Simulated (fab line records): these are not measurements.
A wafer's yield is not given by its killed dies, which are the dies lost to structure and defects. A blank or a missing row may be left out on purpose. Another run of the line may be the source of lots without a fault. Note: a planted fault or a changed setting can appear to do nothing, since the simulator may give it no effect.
The tool behind it: which one? -- flow nand harc -- 7 lots, 21 wafers sampled, at 4 steps of a route of 1302

== WHAT EACH GAUGE READ, for each wafer ==
NHARC_A_ONON_D2_THK_MEAS_11: measures by ellipsometry.
lot,measured,on,thk nm (nm)
L227,day 13 05:34,film metro-02,1022 1021 1020
L228,day 14 04:50,film metro-01,1015 1018 1017
L232,day 15 12:07,film metro-02,565 563 562
L241,day 19 02:32,film metro-01,997 998 998
L243,day 19 16:19,film metro-01,1014 1013 1013
L245,day 21 05:37,film metro-02,992 993 993
L248,day 21 18:35,film metro-02,1006 1007 1008

== TOOL THAT RAN EACH LOT (tool first, then ch and the chambers of the sampled wafers, then the start) ==
lot,NHARC_A_CHANNEL_FILL_D1_ALD_25,NHARC_A_DECK1_JOINT_CMP_02,NHARC_A_ONON_D2_DEP_09
L227,"ald hk-03 ch 1,2,3, day 11 07:57","cmp-01 ch 0,1, day 13 02:36","pecvd onon-03 ch 0, day 13 05:04"
L228,"ald hk-04 ch 0,2,3, day 12 04:14","cmp-04 ch 1,2, day 14 01:31","pecvd onon-01 ch 0, day 14 04:20"
L232,"ald hk-04 ch 0,1,3, day 13 15:54","cmp-03 ch 1,2, day 15 09:10","pecvd onon-01 ch 0, day 15 11:47"
L241,"ald hk-02 ch 0,2,3, day 17 01:15","cmp-04 ch 0,2,3, day 18 23:34","pecvd onon-01 ch 0, day 19 02:02"
L243,"ald hk-04 ch 0,2,3, day 17 16:01","cmp-03 ch 0,1,2, day 19 13:19","pecvd onon-01 ch 0, day 19 15:47"
L245,"ald hk-02 ch 0,2, day 19 08:26","cmp-03 ch 0,1,2, day 21 02:40","pecvd onon-01 ch 0, day 21 05:06"
L248,"ald hk-03 ch 2,3, day 19 20:43","cmp-04 ch 0,1,3, day 21 15:40","pecvd onon-03 ch 0, day 21 18:05"
- NHARC_A_CHANNEL_FILL_D1_ALD_25: deposits SiOx, target thk 60 nm, pulse time 10 s, ald cycles 600.
- NHARC_A_DECK1_JOINT_CMP_02: polishes SiOx.
- NHARC_A_ONON_D2_DEP_09: target thk 1000 nm.

== THE ANSWER, worked out from the rows above alone ==
Rule: what is usual is taken from the lots themselves. Put in order of their means at a reading, lots are off if they are a third of the lots or fewer, leave a main group of 4 or more, and stand apart from it by a gap of 3 or more times the standard deviation of the main group's means; of several such gaps the widest counts. A main group is skipped when, at the precision printed for the reading in the tables above, its means are all equal. A lot without any number at a reading at which 4 lots or more have one is off too. Where the step has rows for the other lots, those lots are counted as sound.
Off: L232 (NHARC_A_ONON_D2_THK_MEAS_11, thk nm). The main group has a mean of 1008 nm with a standard deviation of 10.
A tool fits if, at a process step before that reading, it ran every lot that is off, and no sound lot after the first of them. Those tools and the gauges at NHARC_A_ONON_D2_THK_MEAS_11 are tried in the same way. Of those tried, none fits.

== WHAT WAS PUT IN BY THE SIMULATOR ==
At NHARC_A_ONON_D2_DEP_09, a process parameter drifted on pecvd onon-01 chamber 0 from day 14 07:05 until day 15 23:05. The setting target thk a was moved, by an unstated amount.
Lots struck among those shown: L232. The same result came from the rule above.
